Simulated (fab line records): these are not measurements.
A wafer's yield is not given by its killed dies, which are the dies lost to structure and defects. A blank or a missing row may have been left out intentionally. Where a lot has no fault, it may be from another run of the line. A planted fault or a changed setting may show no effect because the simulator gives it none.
fab line records -- flow nandHarc
record: lots: 12, wafers: 36, lastDay: 33
route steps=1302 shown P_BONDPAD@386 A_START@389 A_ONON_D1@436 A_CHANNEL_HOLE_D1@450 END@1302
lots with no fault: from the same line, run without faults
startH: start of the lot's first displayed wafer, in hours after the record's first day -- waitH: hours from the lot's prior step to this one -- " unchanged from the row above -- L1.1+2: a row that stands for several wafers -- - no value present, or no start provided -- * or withheld: withheld -- < > ~ a bound
route shown NAME@n: NAME is a module with steps in the file, n the number in the route of the first one -- usual: mean/standard deviation taken from wafers without a fault -- same: alike in all rows -- chamber/n: place in a boat -- sites: each site's reading -- _std_site: the standard deviation of these -- _edge_site: outer sites' mean less inner sites' -- radiusMm: how far each site lies from the wafer's centre -- mask NAME#n: copy n -- behind: the tool/chamber that last shaped the wafer -- hold: why the lot went on hold/how many hours it stayed there/how the hold came to an end -- device: names the non-switching transistor (n, p or np) -- end of line: tests run on the same wafers once the route is complete -- a step without rows: its recipe alone -- killed: at the first sort, the dies lost to defects and structure; wafer yield is something else -- map: the dies of a wafer, with x for killed, . for not killed, _ for no die there
set.NAME: the setting as run; set.NAME@STEP: as run at that earlier step -- model.NAME: the simulator's own value behind a step, which no gauge read
one table for each step of the route and one row for each wafer, over a sample of lots
services: when a tool's chamber went out of use (startH, in hours from the record's first day, below 0 if earlier), for how many hours, and the reason
== steps ==
step: NHARC_P_BONDPAD_ACTIVATE_29
recipe: timeS: 60, n2FlowSccm: 200, arFlowSccm: 0, biasPowerW: 0, chemistry: N2
usual: drypumpMotorCurrentA: 5.8/0.53, oesProductAu: 1.000/0.0072, rfVppV: 64.1/0.87, showerheadPlenumPTorr: 1.75/0.077
lot.wafer,tool,chamber,startH,waitH,drypumpMotorCurrentA,oesProductAu,rfHoursCounterH,rfVppV,showerheadPlenumPTorr
L377.2,rieDiel-06,3,166.29,0.1,6.5,0.993,1.7,64.1,1.67
L377.1,rieDiel-06,1,166.29,0.1,5.9,1.003,1.4,63.9,1.81
L377.6,rieDiel-06,0,166.29,0.1,5.8,1.003,-,63.6,1.84
L376.3,rieDiel-09,0,168.38,0.1,5.0,1.002,1.0,63.7,1.70
L376.1,rieDiel-09,1,168.38,0.1,6.2,1.000,0.8,66.2,1.91
L376.5,rieDiel-09,3,168.38,0.1,4.9,0.996,-,65.4,1.70
L379.3,rieDiel-09,0,188.90,0.1,5.0,1.005,2.0,63.8,1.70
L379.5,rieDiel-09,2,188.90,0.1,5.9,0.993,-,65.1,1.77
L379.6,rieDiel-09,3,188.90,0.1,4.9,0.995,-,63.8,1.70
L380.1,rieDiel-09,0,194.15,0.1,5.0,0.999,2.9,64.7,1.70
L380.4,rieDiel-09,1,194.15,0.1,6.2,0.997,3.0,64.5,1.91
L380.5,rieDiel-09,2,194.15,0.1,5.9,0.994,-,63.6,1.77
L382.1,rieDiel-09,2,212.75,0.1,5.9,0.990,4.2,64.1,1.77
L382.3,rieDiel-09,3,212.75,0.1,4.9,0.993,4.1,64.7,1.70
L382.6,rieDiel-09,0,212.75,0.1,5.0,1.006,-,63.5,1.70
L390.2,rieDiel-08,1,306.61,0.1,6.1,0.994,2.5,63.6,1.69
L390.4,rieDiel-08,2,306.61,0.1,5.9,0.995,2.6,63.9,1.74
L390.5,rieDiel-08,1,306.61,0.1,6.1,0.996,-,63.5,1.69
L391.2,rieDiel-08,0,308.94,0.1,5.6,1.001,2.8,65.2,1.84
L391.3,rieDiel-08,2,308.94,0.1,5.9,0.997,2.8,63.8,1.74
L391.5,rieDiel-08,1,308.94,0.1,6.1,1.005,-,65.4,1.69
L392.3,rieDiel-09,1,315.90,0.1,6.2,0.995,10.1,63.1,1.90
L392.6,rieDiel-09,1,315.90,0.1,6.2,0.999,-,65.0,1.90
L392.5,rieDiel-09,3,315.90,0.1,4.9,1.000,-,63.0,1.69
L393.1,rieDiel-08,1,327.22,0.1,6.1,1.018,3.1,64.7,1.69
L393.6,rieDiel-08,1,327.22,0.1,6.1,0.997,-,63.3,1.69
L393.5,rieDiel-08,2,327.22,0.1,5.9,0.996,-,63.2,1.74
L394.2,rieDiel-06,0,333.06,0.1,5.8,0.990,1.5,64.6,1.84
L394.4,rieDiel-06,3,333.06,0.1,6.5,1.003,1.3,63.5,1.67
L394.6,rieDiel-06,0,333.06,0.1,5.8,0.996,-,64.2,1.84
L396.2,rieDiel-09,1,360.42,0.1,6.2,1.001,1.1,65.1,1.90
L396.3,rieDiel-09,2,360.42,0.1,5.9,1.012,1.1,65.0,1.76
L396.5,rieDiel-09,0,360.42,0.1,5.0,1.016,-,62.3,1.69
L397.2,rieDiel-06,2,363.63,0.1,6.6,1.010,4.0,62.9,1.65
L397.3,rieDiel-06,3,363.63,0.1,6.5,0.989,4.3,65.1,1.67
L397.5,rieDiel-06,1,363.63,0.1,5.8,1.004,-,66.2,1.80
step: NHARC_A_START_INSPECT_01
usual: rawDefectCount: 3.5/1.9
lot.wafer,tool,chamber,startH,waitH,rawDefectCount
L377.1,defectInspect-01,-,166.70,-,3
L377.2,defectInspect-01,-,166.70,-,6
L377.6,defectInspect-01,-,166.70,-,6
L376.1,defectInspect-02,-,168.77,-,4
L376.3,defectInspect-02,-,168.77,-,4
L376.5,defectInspect-02,-,168.77,-,1
L379.3,defectInspect-01,-,189.37,-,5
L379.5,defectInspect-01,-,189.37,-,5
L379.6,defectInspect-01,-,189.37,-,6
L380.1,defectInspect-01,-,194.62,-,3
L380.4,defectInspect-01,-,194.62,-,4
L380.5,defectInspect-01,-,194.62,-,3
L382.1,defectInspect-01,-,213.14,-,1
L382.3,defectInspect-01,-,213.14,-,2
L382.6,defectInspect-01,-,213.14,-,3
L390.2,defectInspect-01,-,307.02,-,2
L390.4,defectInspect-01,-,307.02,-,4
L390.5,defectInspect-01,-,307.02,-,8
L391.2,defectInspect-01,-,309.35,-,4
L391.3,defectInspect-01,-,309.35,-,1
L391.5,defectInspect-01,-,309.35,-,5
L392.3,defectInspect-01,-,316.33,-,3
L392.5,defectInspect-01,-,316.33,-,1
L392.6,defectInspect-01,-,316.33,-,2
L393.1,defectInspect-01,-,327.62,-,1
L393.5,defectInspect-01,-,327.62,-,4
L393.6,defectInspect-01,-,327.62,-,4
L394.2,defectInspect-01,-,333.47,-,4
L394.4,defectInspect-01,-,333.47,-,2
L394.6,defectInspect-01,-,333.47,-,7
L396.2,defectInspect-01,-,360.80,-,6
L396.3,defectInspect-01,-,360.80,-,5
L396.5,defectInspect-01,-,360.80,-,1
L397.2,defectInspect-01,-,364.01,-,3
L397.3,defectInspect-01,-,364.01,-,5
L397.5,defectInspect-01,-,364.01,-,2
step: NHARC_A_ONON_D1_DEP_16
recipe: targetThkA: 10000, n2FlowSccm: 2750, n2oFlowSccm: 2000, nh3FlowSccm: 500, sih4FlowSccm: 210, tempC: 400
usual: sih4FlowSccm: 210.0/0.63
lot.wafer,tool,chamber,startH,waitH,sih4FlowSccm
L377.1,pecvdOnon-03,0,203.47,0.1,210.2
L377.2,pecvdOnon-03,0,203.47,0.1,210.5
L377.6,pecvdOnon-03,0,203.47,0.1,210.5
L376.1,pecvdOnon-04,0,203.47,0.1,210.2
L376.3,pecvdOnon-04,0,203.47,0.1,209.9
L376.5,pecvdOnon-04,0,203.47,0.1,211.7
L379.3,pecvdOnon-01,0,222.20,0.2,208.9
L379.5,pecvdOnon-01,0,222.20,0.2,210.2
L379.6,pecvdOnon-01,0,222.20,0.2,209.9
L380.1,pecvdOnon-01,0,230.12,0.1,210.4
L380.4,pecvdOnon-01,0,230.12,0.1,210.0
L380.5,pecvdOnon-01,0,230.12,0.1,209.5
L382.1,pecvdOnon-01,0,245.42,0.1,210.5
L382.3,pecvdOnon-01,0,245.42,0.1,210.3
L382.6,pecvdOnon-01,0,245.42,0.1,210.4
L391.2,pecvdOnon-03,0,341.64,0.1,210.1
L391.3,pecvdOnon-03,0,341.64,0.1,210.0
L391.5,pecvdOnon-03,0,341.64,0.1,209.4
L390.2,pecvdOnon-01,0,341.64,0.1,209.4
L390.4,pecvdOnon-01,0,341.64,0.1,209.6
L390.5,pecvdOnon-01,0,341.64,0.1,210.2
L392.3,pecvdOnon-01,0,350.95,0.2,209.4
L392.5,pecvdOnon-01,0,350.95,0.2,209.9
L392.6,pecvdOnon-01,0,350.95,0.2,210.0
L393.1,pecvdOnon-01,0,360.56,0.1,210.5
L393.5,pecvdOnon-01,0,360.56,0.1,209.1
L393.6,pecvdOnon-01,0,360.56,0.1,210.3
L394.2,pecvdOnon-04,0,370.30,0.1,208.6
L394.4,pecvdOnon-04,0,370.30,0.1,209.4
L394.6,pecvdOnon-04,0,370.30,0.1,209.1
L397.2,pecvdOnon-01,0,396.76,0.1,210.2
L397.3,pecvdOnon-01,0,396.76,0.1,210.6
L397.5,pecvdOnon-01,0,396.76,0.1,210.4
L396.2,pecvdOnon-04,0,396.76,0.1,210.5
L396.3,pecvdOnon-04,0,396.76,0.1,210.3
L396.5,pecvdOnon-04,0,396.76,0.1,210.5
step: NHARC_A_ONON_D1_THK_MEAS_18
recipe: thkMeasGauge: ellipsometry
usual: thkNm: 1000/9.3
lot.wafer,tool,chamber,startH,waitH,thkNm
L377.1,filmMetro-01,-,203.98,-,1001
L377.2,filmMetro-01,-,203.98,-,999
L377.6,filmMetro-01,-,203.98,-,1001
L376.1,filmMetro-02,-,203.98,-,990
L376.3,filmMetro-02,-,203.98,-,991
L376.5,filmMetro-02,-,203.98,-,989
L379.3,filmMetro-02,-,222.62,-,1004
L379.5,filmMetro-02,-,222.62,-,1004
L379.6,filmMetro-02,-,222.62,-,1005
L380.1,filmMetro-02,-,230.63,-,1010
L380.4,filmMetro-02,-,230.63,-,700
L380.5,filmMetro-02,-,230.63,-,1009
L382.1,filmMetro-01,-,245.93,-,1006
L382.3,filmMetro-01,-,245.93,-,697
L382.6,filmMetro-01,-,245.93,-,697
L391.2,filmMetro-01,-,342.09,-,1002
L391.3,filmMetro-01,-,342.09,-,999
L391.5,filmMetro-01,-,342.09,-,1000
L390.2,filmMetro-02,-,342.10,-,996
L390.4,filmMetro-02,-,342.10,-,998
L390.5,filmMetro-02,-,342.10,-,996
L392.3,filmMetro-01,-,351.34,-,1002
L392.5,filmMetro-01,-,351.34,-,1001
L392.6,filmMetro-01,-,351.34,-,1002
L393.1,filmMetro-02,-,361.07,-,1005
L393.5,filmMetro-02,-,361.07,-,1007
L393.6,filmMetro-02,-,361.07,-,1007
L394.2,filmMetro-02,-,370.75,-,977
L394.4,filmMetro-02,-,370.75,-,976
L394.6,filmMetro-02,-,370.75,-,975
L397.2,filmMetro-02,-,397.21,-,991
L397.3,filmMetro-02,-,397.21,-,990
L397.5,filmMetro-02,-,397.21,-,990
L396.2,filmMetro-01,-,397.22,-,999
L396.3,filmMetro-01,-,397.22,-,997
L396.5,filmMetro-01,-,397.22,-,999
step: NHARC_A_CHANNEL_HOLE_D1_DEP_00
recipe: targetThkA: 31000, tempC: 400, material: aC
usual: throttleValvePct: 35.001/0.0095
lot.wafer,tool,chamber,startH,waitH,throttleValvePct
L377.1,aclDep-03,0,206.84,0.1,34.995
L377.2,aclDep-03,0,206.84,0.1,34.989
L377.6,aclDep-03,0,208.43,1.6,35.000
L376.1,aclDep-01,0,206.86,0.1,35.011
L376.3,aclDep-01,0,206.86,0.1,34.992
L376.5,aclDep-01,0,206.86,0.1,35.004
L379.3,aclDep-01,0,228.68,3.3,34.984
L379.5,aclDep-01,0,228.68,3.3,34.996
L379.6,aclDep-01,0,228.68,3.3,35.004
L380.1,aclDep-02,0,234.42,0.9,35.019
L380.5,aclDep-02,0,235.70,2.2,35.016
L382.1,aclDep-02,0,254.96,6.2,35.004
L391.2,aclDep-01,0,345.27,0.4,34.982
L391.3,aclDep-01,0,345.27,0.4,35.001
L391.5,aclDep-01,0,345.27,0.4,34.995
L390.2,aclDep-02,0,345.28,0.4,34.987
L390.4,aclDep-02,0,345.28,0.4,35.015
L390.5,aclDep-02,0,345.28,0.4,35.003
L392.3,aclDep-02,0,355.10,0.9,35.008
L392.5,aclDep-02,0,355.10,0.9,34.999
L392.6,aclDep-02,0,355.10,0.9,35.001
L393.1,aclDep-02,0,364.14,0.2,35.003
L393.5,aclDep-02,0,365.42,1.5,35.002
L393.6,aclDep-02,0,365.42,1.5,34.996
L394.2,aclDep-03,0,376.65,3.1,34.999
L394.4,aclDep-03,0,376.65,3.1,35.007
L394.6,aclDep-03,0,376.65,3.1,35.018
L397.2,aclDep-03,0,401.03,1.0,35.001
L397.3,aclDep-03,0,401.03,1.0,35.003
L397.5,aclDep-03,0,401.03,1.0,34.987
L396.2,aclDep-02,0,401.44,1.4,35.005
L396.3,aclDep-02,0,401.44,1.4,35.005
L396.5,aclDep-02,0,401.44,1.4,34.986
step: NHARC_END_SORT_01
recipe: tempC: 25
usual: killedAtArray: 51/17, killedAtOther: 1.6/2.1, killedAtPeriphery: 4/3.2, killedDies: 57/18, killedOpen: 2.9/1.7, killedShort: 2.3/1.3
same: grossDies: 677
lot.wafer,tool,chamber,startH,waitH,killedAtArray,killedAtOther,killedAtPeriphery,killedDies,killedOpen,killedShort
L380.1,prober-02,0,627.19,2.5,36,1,5,42,7,4
L380.4,prober-02,0,629.61,3.4,675,2,0,677,1,5
L380.5,prober-02,0,630.42,3.7,31,2,2,35,3,4
L382.1,prober-01,0,638.22,2.5,56,0,3,59,2,1
L382.3,prober-01,0,639.80,3.1,672,0,5,677,4,3
L382.6,prober-01,0,642.18,4.0,674,0,3,677,4,2
L390.2,prober-02,0,716.06,2.8,62,5,0,67,3,1
L390.4,prober-02,0,717.69,3.4,69,3,1,73,2,1
L390.5,prober-02,0,718.50,3.8,61,1,0,62,1,3
killed by level:class
L380.1 A_STAIRCASE:chamberFilmFlake=8 A_CHANNEL_HOLE_D2:chamberFilmFlake=7 P_ZERO_WELL:chamberFilmFlake=5 A_WL_FILL:chamberFilmFlake=5 A_ONON_D1:geometricParticle:open=2 A_CHANNEL_HOLE_D1:chamberFilmFlake=2 A_CONTACT:chamberFilmFlake=2 A_DECK1_JOINT:geometricParticle:open=1
L380.4 A_ONON_D1:areaDep=647 A_CHANNEL_HOLE_D2:chamberFilmFlake=10 A_WL_FILL:chamberFilmFlake=5 A_CONTACT:chamberFilmFlake=3 A_CHANNEL_HOLE_D1:chamberFilmFlake=2 A_STAIRCASE:chamberFilmFlake=2 A_ONON_D1:geometricParticle:short=1 A_ONON_D2:geometricParticle:short=1
L380.5 A_CHANNEL_HOLE_D2:chamberFilmFlake=8 A_WL_FILL:chamberFilmFlake=8 A_STAIRCASE:chamberFilmFlake=6 A_CHANNEL_HOLE_D1:chamberFilmFlake=3 P_CONTACT:geometricParticle:short=2 THIN_TSV:chamberFilmFlake=2 A_CHANNEL_FILL_D1:geometricParticle:short=1 A_WL_FILL:geometricParticle:short=1
L382.1 A_CHANNEL_HOLE_D1:chamberFilmFlake=22 A_SLIT:chamberFilmFlake=13 A_CHANNEL_HOLE_D2:chamberFilmFlake=9 A_M0:chamberFilmFlake=5 P_ZERO_WELL:chamberFilmFlake=3 A_STAIRCASE:chamberFilmFlake=3 A_DECK1_JOINT:geometricParticle:open=1 A_WL_FILL:geometricParticle:short=1
L382.3 A_ONON_D1:areaDep=613 A_CHANNEL_HOLE_D1:chamberFilmFlake=23 A_SLIT:chamberFilmFlake=17 A_STAIRCASE:chamberFilmFlake=5 P_ZERO_WELL:chamberFilmFlake=4 A_CHANNEL_HOLE_D2:chamberFilmFlake=4 A_DECK1_JOINT:chamberFilmFlake=3 A_WL_FILL:geometricParticle:short=2
L382.6 A_ONON_D1:areaDep=604 A_CHANNEL_HOLE_D1:chamberFilmFlake=27 A_SLIT:chamberFilmFlake=16 A_CHANNEL_HOLE_D2:chamberFilmFlake=12 A_DECK1_JOINT:chamberFilmFlake=3 A_STAIRCASE:chamberFilmFlake=3 A_WL_FILL:chamberFilmFlake=2 P_M1:geometricParticle:short=1
L390.2 A_CHANNEL_HOLE_D1:chamberFilmFlake=31 A_SLIT:chamberFilmFlake=24 THIN_TSV:chamberFilmFlake=4 A_ONON_D2:geometricParticle:short=1 A_SGD_CUT:geometricParticle:open=1 A_M0:geometricParticle:open=1 STARTING-WAFER:geometricParticle:open=1 A_CHANNEL_HOLE_D2:chamberFilmFlake=1
L390.4 A_CHANNEL_HOLE_D1:chamberFilmFlake=30 A_SLIT:chamberFilmFlake=30 THIN_TSV:chamberFilmFlake=3 A_CONTACT:chamberFilmFlake=2 P_GATE:geometricParticle:short=1 A_CHANNEL_FILL_D1:geometricParticle:open=1 A_ONON_D2:geometricParticle:open=1 A_CHANNEL_HOLE_D2:chamberFilmFlake=1
L390.5 A_SLIT:chamberFilmFlake=28 A_CHANNEL_HOLE_D1:chamberFilmFlake=23 A_M1:chamberFilmFlake=2 A_CHANNEL_FILL_D1:geometricParticle:short=1 A_CHANNEL_FILL_D1:geometricParticle:open=1 A_CONTACT:chamberFilmFlake=1 A_ONON_D2:geometricParticle:short=1 A_STAIRCASE:geometricParticle:short=1
== services ==
tool,chamber,startH,hours,kind
rieDiel-09,-,143.23,9.0,pm
rieDiel-09,0,143.23,9.0,ventCycle
rieDiel-06,-,152.23,0.2,repair
rieDiel-06,-,156.92,0.3,repair
rieDiel-06,2,177.31,5.3,repair
aclDep-01,-,187.84,13.0,pm
rieDiel-08,-,190.80,9.0,pm
rieDiel-08,0,206.96,5.8,repair
pecvdOnon-03,-,227.00,13.0,pm
aclDep-02,-,241.96,13.0,pm
aclDep-01,-,244.45,5.9,repair
rieDiel-06,2,248.72,3.0,repair
rieDiel-08,1,256.28,6.1,repair
pecvdOnon-01,-,271.49,13.0,pm
aclDep-03,-,302.38,13.0,pm
rieDiel-06,-,307.20,9.0,pm
pecvdOnon-04,-,311.00,13.0,pm
rieDiel-08,0,311.55,3.4,repair
rieDiel-09,2,311.94,14.3,repair
rieDiel-09,-,319.04,0.4,repair
rieDiel-09,-,320.23,9.0,pm
rieDiel-08,-,367.80,9.0,pm
aclDep-01,-,369.26,13.0,pm
rieDiel-06,2,371.29,5.1,repair
== key ==
firstSign: step: NHARC_A_ONON_D1_THK_MEAS_18, reading: thkNm, direction: down, sigmas: 32, usual: 1000, struck: 698
effect: step: NHARC_END_SORT_01, reading: killedAtArray, direction: up, sigmas: 36, usual: 51, struck: 674
moreKillsBornAt: NHARC_A_ONON_D1_DEP_16@pecvdOnon-01: 1864
metAt NHARC_A_ONON_D1_DEP_16
struckLots L380,L382
struckWafers L380.4,L382.3,L382.6
laterRowsLeftOut L380.4,L382.3,L382.6
testerLeftOut L380,L382
notActingAt NHARC_P_BONDPAD_ACTIVATE_29,NHARC_A_START_INSPECT_01,NHARC_A_CHANNEL_HOLE_D1_DEP_00
onsetBetween 222.20 230.12
fault: kind: processParameterDrift, tool: pecvdOnon-01, chamber: -, onsetH: 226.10, steps: NHARC_A_ONON_D1_DEP_16, channel: targetThkA, offset: *, shape: step, endH: 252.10, scope: struckWafersOnly, actsIn: *, stated: *
testerLeftOut: of these lots the tester's yield and bins aren't shown, on N5 and GAA mostly nor the transistor test; their killed dies are dies lost to structure and defects alone, not to doping, threshold or leakage, so they don't give the yield
laterRowsLeftOut: the simulator's readings of these wafers behind a module that went badly wrong aren't trusted and aren't shown, but for the sort
